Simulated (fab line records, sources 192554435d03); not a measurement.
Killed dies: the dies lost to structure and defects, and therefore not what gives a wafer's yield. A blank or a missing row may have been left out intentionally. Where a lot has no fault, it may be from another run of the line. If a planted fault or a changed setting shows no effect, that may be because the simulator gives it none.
One fault seen from 2 desks | flow n5Finfet | what lay behind the numbers comes last; until then each desk has only its own

DESK OF THE TOOL OWNER: aldSin-02
The tool's own readings at N5_GATE_CUT_ALD_22 (deposits SiNx, target thk 16 nm, pulse time 1 s, ald cycles 320): means of the sampled wafers that have a number, for each lot that ran on this tool. Any lot whose mean is over 4 standard deviations away from the usual mean is out of limits and marked OUT; that distance is given in the brackets.
Columns: A = heaterPowerW at N5_GATE_CUT_ALD_22, usual 894 W; B = precursorPulseHeightRel at N5_GATE_CUT_ALD_22, usual 0.999
lot  | first seen here | A   | B
L107 | day 4 14:58     | 910 | 0.990
L118 | day 7 08:07     | 946 | 1.009
L119 | day 7 14:01     | 913 | 0.995
Result from this desk: across the 3 lots, nothing is out of limits.

METROLOGY DESK
Lot by lot, what the gauges showed, no matter which tool ran the lot: averages of those sampled wafers that carry a number. Any lot whose mean is over 4 standard deviations away from the usual mean is out of limits and marked OUT; that distance is given in the brackets. Shown here are 7 of its 10 readings, the ones lying furthest out on some lot.
Columns: A = DIBL_N at N5_BEOL_M4_RC_MEAS_101, usual 36.0 mV/V; B = DIBL_P at N5_BEOL_M4_RC_MEAS_101, usual 36.0 mV/V; C = IOFF_N at N5_BEOL_M4_RC_MEAS_101, usual 0.155 nA/um; D = IOFF_P at N5_BEOL_M4_RC_MEAS_101, usual 0.20 nA/um; E = ION_P at N5_BEOL_M4_RC_MEAS_101, usual 461 uA/um; F = VT_N at N5_BEOL_M4_RC_MEAS_101, usual 250.4 mV; G = VT_P at N5_BEOL_M4_RC_MEAS_101, usual -251.0 mV
lot  | first seen here | A    | B    | C     | D    | E   | F     | G
L107 | day 8 11:53     | 34.5 | 34.4 | 0.125 | 0.16 | 449 | 253.0 | -257.1
L112 | day 9 22:19     | 39.6 | 39.4 | 0.208 | 0.26 | 466 | 248.5 | -247.3
L118 | day 10 22:16    | 35.0 | 33.8 | 0.128 | 0.18 | 455 | 254.5 | -252.0
L119 | day 11 09:39    | 37.1 | 36.4 | 0.170 | 0.21 | 453 | 247.8 | -251.1
L126 | day 13 00:03    | 33.9 | 34.7 | 0.130 | 0.19 | 463 | 252.6 | -250.9
L129 | day 14 02:05    | 34.6 | 35.3 | 0.143 | 0.19 | 457 | 251.1 | -252.3
Result from this desk: across the 6 lots, nothing is out of limits.

PUT TOGETHER
The tool owner's desk saw nothing out of limits.
At the metrology desk, nothing out of limits was observed.

WHAT THE SIMULATOR HAD INSERTED
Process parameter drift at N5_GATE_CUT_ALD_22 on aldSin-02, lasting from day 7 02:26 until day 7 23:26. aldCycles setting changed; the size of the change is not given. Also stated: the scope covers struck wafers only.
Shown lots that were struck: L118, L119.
